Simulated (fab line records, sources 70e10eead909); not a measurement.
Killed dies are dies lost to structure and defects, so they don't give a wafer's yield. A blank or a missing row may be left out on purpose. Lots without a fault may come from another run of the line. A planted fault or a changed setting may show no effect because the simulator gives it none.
Which tool did it? | flow nand_harc | 12 lots, 36 wafers sampled, at 5 steps of a route of 1302

WHAT THE GAUGES READ, wafer by wafer
NHARC_END_SORT_01. Usual: killed_at_array 58, standard deviation 22; killed_at_other 1.0, standard deviation 1.3; killed_at_periphery 5, standard deviation 3.4; killed_dies 64, standard deviation 22; killed_open 3.6, standard deviation 1.8; killed_short 2.4, standard deviation 1.7.
lot  | measured     | on        | killed_at_array | killed_at_other | killed_at_periphery | killed_dies | killed_open | killed_short | flag
L701 | day 33 03:52 | prober-02 | 673 674 673     | 1 0 1           | 3 3 3               | 677 677 677 | 4 2 4       | 6 4 3        | OFF
L700 | day 33 04:06 | prober-01 | 673 677 670     | 2 0 0           | 2 0 7               | 677 677 677 | 6 1 7       | 6 5 3        | OFF

WHICH TOOL RAN EACH LOT (tool, then ch and the chambers of the sampled wafers, then the start)
lot  | NHARC_A_CHANNEL_HOLE_D2_ETCH_22  | NHARC_A_CHANNEL_FILL_D2_ALD_02   | NHARC_A_CHANNEL_FILL_D2_ALD_14   | NHARC_A_CHANNEL_FILL_D2_STRIP_28
L680 | har_etch-02 ch 0,1, day 13 10:56 | ald_hk-02 ch 1,2, day 13 18:38   | ald_hk-01 ch 0,1,3, day 14 01:40 | rie_diel-03 ch 0,3, day 14 19:16
L682 | har_etch-01 ch 0,1, day 14 11:24 | ald_hk-01 ch 0,1,3, day 14 16:26 | ald_hk-01 ch 0,2,3, day 14 23:25 | rie_diel-05 ch 1,2,3, day 15 16:14
L684 | har_etch-01 ch 0,1, day 14 21:28 | ald_hk-04 ch 0,1,2, day 15 02:30 | ald_hk-02 ch 0,1,3, day 15 09:40 | rie_diel-03 ch 2,3, day 16 04:29
L686 | har_etch-02 ch 0,1, day 15 22:04 | ald_hk-02 ch 1,2,3, day 16 03:04 | ald_hk-04 ch 0,1,2, day 16 10:02 | rie_diel-03 ch 0,2,3, day 17 03:41
L689 | har_etch-01 ch 0,1, day 16 22:04 | ald_hk-02 ch 0,1,2, day 17 03:04 | ald_hk-02 ch 0,1,3, day 17 09:58 | rie_diel-03 ch 1,2,3, day 18 04:57
L688 | har_etch-01 ch 0,1, day 17 02:08 | ald_hk-01 ch 0,1,3, day 17 07:10 | ald_hk-01 ch 1,2,3, day 17 14:07 | rie_diel-09 ch 1,2,3, day 18 08:02
L690 | har_etch-02 ch 0,1, day 17 17:16 | ald_hk-02 ch 0,1,3, day 17 22:23 | ald_hk-02 ch 1,2,3, day 18 05:23 | rie_diel-09 ch 1,3, day 18 23:10
L691 | har_etch-01 ch 0,1, day 18 02:06 | ald_hk-04 ch 0,1,3, day 18 07:16 | ald_hk-02 ch 0,2,3, day 18 14:17 | rie_diel-09 ch 1,3, day 19 06:55
L693 | har_etch-01 ch 0,1, day 18 12:13 | ald_hk-04 ch 1,3, day 18 17:10   | ald_hk-01 ch 0,2, day 19 00:13   | rie_diel-03 ch 0,3, day 19 17:34
L692 | har_etch-02 ch 0,1, day 18 12:31 | ald_hk-01 ch 1,2, day 18 17:38   | ald_hk-04 ch 0,1,3, day 19 00:16 | rie_diel-09 ch 0,1, day 19 17:34
L701 | har_etch-02 ch 0,1, day 22 02:19 | ald_hk-02 ch 0,1,3, day 22 07:25 | ald_hk-01 ch 1,2,3, day 22 14:19 | rie_diel-03 ch 1,2,3, day 23 07:22
L700 | har_etch-01 ch 0,1, day 22 06:44 | ald_hk-04 ch 2,3, day 22 11:46   | ald_hk-02 ch 0,1,3, day 22 18:53 | rie_diel-09 ch 0,3, day 23 12:37
- NHARC_A_CHANNEL_HOLE_D2_ETCH_22: etches the open film in C4F8/O2/Ar, time 666.7 s, target depth 1600 nm.
- NHARC_A_CHANNEL_FILL_D2_ALD_02: deposits SiO2, target thk 6 nm, pulse time 10 s, ald cycles 60.
- NHARC_A_CHANNEL_FILL_D2_ALD_14: deposits SiO2, target thk 2.5 nm, pulse time 10 s, ald cycles 25.
- NHARC_A_CHANNEL_FILL_D2_STRIP_28: strips in O2, time 20 s.

WHAT THE TOOLS THEMSELVES READ (means of the sampled wafers that have a number; where no wafer has one, the mark that the record gives instead)
NHARC_A_CHANNEL_HOLE_D2_ETCH_22. Usual: drypump_motor_current_A 5.5 A, standard deviation 0.46; mfc_ar_sccm 375.1 sccm, standard deviation 1.2; showerhead_plenum_p_Torr 3.66 Torr, standard deviation 0.13; throttle_valve_pct 32.156 %, standard deviation 0.0093.
lot  | tool        | drypump_motor_current_A (A) | mfc_ar_sccm (sccm) | showerhead_plenum_p_Torr (Torr) | throttle_valve_pct (%) | flag
L680 | har_etch-02 | 5.3                         | 374.7              | 3.52                            | 32.156                 |
L682 | har_etch-01 | 5.6                         | 374.8              | 3.67                            | 32.152                 |
L684 | har_etch-01 | 5.6                         | 374.8              | 3.66                            | 32.147                 |
L686 | har_etch-02 | 5.3                         | 374.6              | 3.50                            | 32.140                 |
L689 | har_etch-01 | 6.0                         | 376.6              | 3.63                            | 32.157                 |
L688 | har_etch-01 | 5.6                         | 374.1              | 3.65                            | 32.153                 |
L690 | har_etch-02 | 5.2                         | 375.0              | 3.78                            | 32.152                 |
L691 | har_etch-01 | 5.7                         | 374.6              | 3.63                            | 32.159                 |
L693 | har_etch-01 | 5.6                         | 375.1              | 3.63                            | 32.153                 |
L692 | har_etch-02 | 5.3                         | 375.5              | 3.84                            | 32.154                 |
L701 | har_etch-02 | 5.3                         | 375.3              | 3.82                            | 32.165                 |
L700 | har_etch-01 | 6.0                         | 374.9              | 3.58                            | 32.163                 |

NHARC_A_CHANNEL_FILL_D2_ALD_02. Usual: heater_power_outer_w 259 W, standard deviation 20; heater_power_w 467 W, standard deviation 35; precursor_pulse_height_rel 1.001, standard deviation 0.021.
lot  | tool      | heater_power_outer_w (W) | heater_power_w (W) | precursor_pulse_height_rel | flag
L680 | ald_hk-02 | 264                      | 485                | 1.010                      |
L682 | ald_hk-01 | 246                      | 459                | 1.012                      |
L684 | ald_hk-04 | 259                      | 471                | 0.997                      |
L686 | ald_hk-02 | 252                      | 460                | 0.996                      |
L689 | ald_hk-02 | 257                      | 465                | 0.996                      |
L688 | ald_hk-01 | 246                      | 457                | 0.989                      |
L690 | ald_hk-02 | 240                      | 436                | 0.991                      |
L691 | ald_hk-04 | 268                      | 474                | 1.033                      |
L693 | ald_hk-04 | 258                      | 461                | 0.987                      |
L692 | ald_hk-01 | 263                      | 447                | 1.008                      |
L701 | ald_hk-02 | -                        | -                  | -                          | OFF
L700 | ald_hk-04 | -                        | -                  | -                          | OFF

NHARC_A_CHANNEL_FILL_D2_ALD_14. Usual: heater_power_outer_w 260 W, standard deviation 25; heater_power_w 467 W, standard deviation 39; precursor_pulse_height_rel 1.001, standard deviation 0.019.
lot  | tool      | heater_power_outer_w (W) | heater_power_w (W) | precursor_pulse_height_rel | flag
L680 | ald_hk-01 | 248                      | 455                | 1.007                      |
L682 | ald_hk-01 | 274                      | 497                | 1.002                      |
L684 | ald_hk-02 | 240                      | 430                | 0.993                      |
L686 | ald_hk-04 | 258                      | 469                | 0.987                      |
L689 | ald_hk-02 | 247                      | 428                | 0.998                      |
L688 | ald_hk-01 | 271                      | 471                | 0.984                      |
L690 | ald_hk-02 | 257                      | 457                | 1.010                      |
L691 | ald_hk-02 | 253                      | 456                | 1.002                      |
L693 | ald_hk-01 | 272                      | 495                | 1.012                      |
L692 | ald_hk-04 | 264                      | 487                | 1.003                      |
L701 | ald_hk-01 | 272                      | 485                | 1.003                      |
L700 | ald_hk-02 | 246                      | 442                | 1.000                      |

NHARC_A_CHANNEL_FILL_D2_STRIP_28. Usual: drypump_motor_current_A 5.9 A, standard deviation 0.38; mfc_ar_sccm 0.006 sccm, standard deviation 0.011; oes_product_au 0.999 a.u., standard deviation 0.016; rf_vpp_V 57.9 V, standard deviation 0.83; showerhead_plenum_p_Torr 3.59 Torr, standard deviation 0.14; throttle_valve_pct 17.036 %, standard deviation 0.01.
lot  | tool        | drypump_motor_current_A (A) | mfc_ar_sccm (sccm) | oes_product_au (a.u.) | rf_vpp_V (V) | showerhead_plenum_p_Torr (Torr) | throttle_valve_pct (%) | flag
L680 | rie_diel-03 | 5.6                         | 0.008              | 0.991                 | 58.4         | 3.64                            | 17.040                 |
L682 | rie_diel-05 | 5.9                         | 0.000              | 1.017                 | 58.0         | 3.55                            | 17.035                 |
L684 | rie_diel-03 | 6.2                         | 0.012              | 1.002                 | 57.2         | 3.61                            | 17.039                 |
L686 | rie_diel-03 | 6.0                         | 0.016              | 1.010                 | 59.0         | 3.63                            | 17.034                 |
L689 | rie_diel-03 | 6.1                         | 0.012              | 1.002                 | 57.4         | 3.66                            | 17.037                 |
L688 | rie_diel-09 | 6.1                         | 0.005              | 0.997                 | 57.2         | 3.61                            | 17.027                 |
L690 | rie_diel-09 | 6.3                         | 0.005              | 0.991                 | 57.6         | 3.52                            | 17.040                 |
L691 | rie_diel-09 | 6.1                         | 0.009              | 0.992                 | 57.6         | 3.62                            | 17.037                 |
L693 | rie_diel-03 | 5.6                         | 0.008              | 1.011                 | 58.0         | 3.63                            | 17.038                 |
L692 | rie_diel-09 | 5.7                         | 0.009              | 0.986                 | 57.4         | 3.58                            | 17.034                 |
L701 | rie_diel-03 | 6.1                         | 0.012              | 0.988                 | 59.2         | 3.66                            | 17.026                 |
L700 | rie_diel-09 | 6.2                         | 0.000              | 0.977                 | 57.4         | 3.38                            | 17.033                 |

THE ANSWER, worked out from the rows above alone
Rule: a lot is off if the mean of its wafers that have a number lies more than 3 standard deviations from the usual mean. A lot without any number at a reading at which 4 lots or more have one is off too. The other lots that the step has rows for count as sound. The gauges are gone through in route order, then the tools' own readings, and for those a lot's mean is taken as printed above. The first step at which some lot is off is used, and at that step the reading that is off furthest; a lot without a number counts as furthest.
Off: L701, L700, at NHARC_END_SORT_01 (killed_at_array). Neither off nor sound, because the step has no rows for them: L680, L682, L684, L686, L689, L688, L690, L691, L693, L692.
A tool fits if, at a process step before that reading, it ran every lot that is off, and no sound lot after the first of them. The gauges at NHARC_END_SORT_01 aren't tried: what is off there is off at NHARC_A_CHANNEL_FILL_D2_ALD_02 too, on other tools, and a gauge's error can't cause that. None of those tried fits.

WHAT THE SIMULATOR HAD PUT IN
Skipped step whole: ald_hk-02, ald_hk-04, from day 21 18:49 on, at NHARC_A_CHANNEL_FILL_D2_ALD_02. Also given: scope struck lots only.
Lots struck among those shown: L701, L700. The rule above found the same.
